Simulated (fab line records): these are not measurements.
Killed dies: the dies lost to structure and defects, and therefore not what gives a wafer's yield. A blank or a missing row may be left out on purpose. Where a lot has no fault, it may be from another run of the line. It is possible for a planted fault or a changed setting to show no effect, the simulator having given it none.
Lot-split experiment | flow n5-finfet | on a route of 1938 steps: 7 lots, 39 wafers read

## ON THE SPLIT
At N5_PASSIVATION_PASS_ETCH_74 (etches SiNx in CF4/O2, target depth 220 nm, time 110 s), the setting target-depth-a was moved away from the recipe's 2200 angstrom on 12 of the 39 wafers read, by -55.3% to +28.4%. For the rest of the wafers, this setting stayed at what the recipe calls for.

## FROM THE SPLIT TO THE READING: what the file shows between them, 2 steps
- N5_PASSIVATION_VIA_ETCH_13: etches SiO2 in CHF3/O2, target depth 660 nm, time 330 s
- N5_PASSIVATION_STRIP_14: strips in O2

## THE READING
TV_OPEN.cd-offset-nm (the simulator's own value, which no gauge read), in nm, at N5_PASSIVATION_ETCH_15 (etches SiCN in CF4/N2, target depth 75 nm, time 81.2 s). No usual value for it is given in the file. Across the 27 wafers here that went through the recipe, the average is 1.7 nm and the standard deviation 0.87 nm.

wafer  | tool, chamber at the split | target-depth-a as run, angstrom | against the recipe | TV_OPEN.cd-offset-nm, nm | against lot-mates on the recipe
L074.1 | rie-diel-04, 1             | 2200                            | recipe             | 3.4                      | -
L074.2 | rie-diel-04, 3             | 2200                            | recipe             | 3                        | -
L074.5 | rie-diel-04, 3             | 2200                            | recipe             | 3                        | -
L074.3 | rie-diel-04, 2             | 1506                            | -31.5%             | 4.4                      | +1.3
L074.4 | rie-diel-04, 0             | 1506                            | -31.5%             | 5                        | +1.9
L074.6 | rie-diel-04, 0             | 1506                            | -31.5%             | 5                        | +1.9
L078.1 | rie-diel-02, 3             | 2200                            | recipe             | 2                        | -
L078.2 | rie-diel-02, 1             | 2200                            | recipe             | 1.2                      | -
L078.3 | rie-diel-02, 2             | 2200                            | recipe             | 1.8                      | -
L078.4 | rie-diel-02, 0             | 2200                            | recipe             | 2.8                      | -
L078.5 | rie-diel-02, 2             | 2200                            | recipe             | 1.6                      | -
L078.6 | rie-diel-02, 1             | 2200                            | recipe             | 0.8                      | -
L083.1 | rie-diel-05, 2             | 1154                            | -47.5%             | 6.4                      | +4.9
L083.4 | rie-diel-05, 0             | 1154                            | -47.5%             | 6.4                      | +4.9
L083.2 | rie-diel-05, 3             | 2200                            | recipe             | 1                        | -
L083.3 | rie-diel-05, 0             | 2200                            | recipe             | 2.2                      | -
L083.5 | rie-diel-05, 3             | 1154                            | -47.5%             | 5.4                      | +3.9
L083.6 | rie-diel-05, 2             | 2200                            | recipe             | 1.4                      | -
L080.1 | rie-diel-05, 2             | 983.4                           | -55.3%             | 6.6                      | +5.5
L080.3 | rie-diel-05, 3             | 983.4                           | -55.3%             | 6.6                      | +5.5
L080.5 | rie-diel-05, 0             | 983.4                           | -55.3%             | 6.6                      | +5.5
L080.2 | rie-diel-05, 0             | 2200                            | recipe             | 1.8                      | -
L080.4 | rie-diel-05, 2             | 2200                            | recipe             | 1                        | -
L080.6 | rie-diel-05, 3             | 2200                            | recipe             | 0.4                      | -
L092.1 | rie-diel-02, 3             | 2825                            | +28.4%             | -0.4                     | -1.9
L092.2 | rie-diel-02, 0             | 2200                            | recipe             | 2.6                      | -
L092.3 | rie-diel-02, 2             | 2825                            | +28.4%             | -2                       | -3.5
L092.4 | rie-diel-02, 1             | 2200                            | recipe             | 1                        | -
L092.5 | rie-diel-02, 2             | 2200                            | recipe             | 1                        | -
L092.6 | rie-diel-02, 3             | 2825                            | +28.4%             | -0.8                     | -2.3
L090.1 | rie-diel-05, 2             | 2200                            | recipe             | 1.2                      | -
L090.2 | rie-diel-05, 1             | 2200                            | recipe             | 1.2                      | -
L090.3 | rie-diel-05, 3             | 2200                            | recipe             | 1                        | -
L090.4 | rie-diel-05, 2             | 2200                            | recipe             | 0.6                      | -
L090.6 | rie-diel-05, 3             | 2200                            | recipe             | 0.6                      | -
L090.5 | rie-diel-05, 1             | 2200                            | recipe             | 1.6                      | -
L095.1 | rie-diel-02, 3             | 2200                            | recipe             | 2.6                      | -
L095.3 | rie-diel-02, 1             | 2200                            | recipe             | 1                        | -
L095.5 | rie-diel-02, 3             | 2200                            | recipe             | 3.2                      | -

FIT RESULTS
A straight line over all 39 wafers: TV_OPEN.cd-offset-nm changes by -0.0926 nm for each +1% of target-depth-a; r = -0.94; the points scatter about the line by 0.79 nm.
The same after taking each lot's own level away (the mean of its wafers on the recipe; 39 wafers): -0.0917 nm for each +1%; r = -0.95; scatter 0.67 nm.
Per that fit: largest target-depth-a move, reading shift of 5.1 nm.
From 1.03 to 3.13 nm: that is the span of the lots' own levels, equal to 2.4 times the standard deviation above.
The two slopes are in agreement: the lot-to-lot level therefore moves the slope only a little.
Check: for one of the wafers moved furthest among these (-55.3%), held out of the fit, the line's prediction against its lot-mates is +4.94 nm. It came out at +5.53 nm against them.

## FURTHER SPLITS ON THESE WAFERS
Other splits were also applied to these wafers ahead of the reading. Each is held against what the fit with the lots' levels taken away leaves over:
other split on the same wafers    | wafers away from the commonest value | r with TV_OPEN.cd-offset-nm (lot level and that fit taken away)
N5_BEOL_M13_TRENCH_ETCH_34 time-s | 15                                   | +0.13

## THE WHOLE CHAIN: every reading that the file lists as answering this split, in the file's order
step                        | what it does                                            | reading                                                               | change (the file's fit)                | r (the file's)
N5_PASSIVATION_PASS_ETCH_74 | etches SiNx in CF4/O2, target depth 220 nm, time 110 s  | etch.depth-nm (the simulator's own value, which no gauge read)        | +2.2 nm for each +1% of the setting    | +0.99
N5_PASSIVATION_PASS_ETCH_74 | etches SiNx in CF4/O2, target depth 220 nm, time 110 s  | TV_OPEN.cd-offset-nm (the simulator's own value, which no gauge read) | -0.0998 nm for each +1% of the setting | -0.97
N5_PASSIVATION_VIA_ETCH_13  | etches SiO2 in CHF3/O2, target depth 660 nm, time 330 s | TV_OPEN.cd-offset-nm (the simulator's own value, which no gauge read) | -0.0924 nm for each +1% of the setting | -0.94
N5_PASSIVATION_ETCH_15      | etches SiCN in CF4/N2, target depth 75 nm, time 81.2 s  | TV_OPEN.cd-offset-nm (the simulator's own value, which no gauge read) | -0.091 nm for each +1% of the setting  | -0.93

## THE FILE'S OWN FIT
TV_OPEN.cd-offset-nm changes by -0.091 nm for each +1% of target-depth-a, r = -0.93.
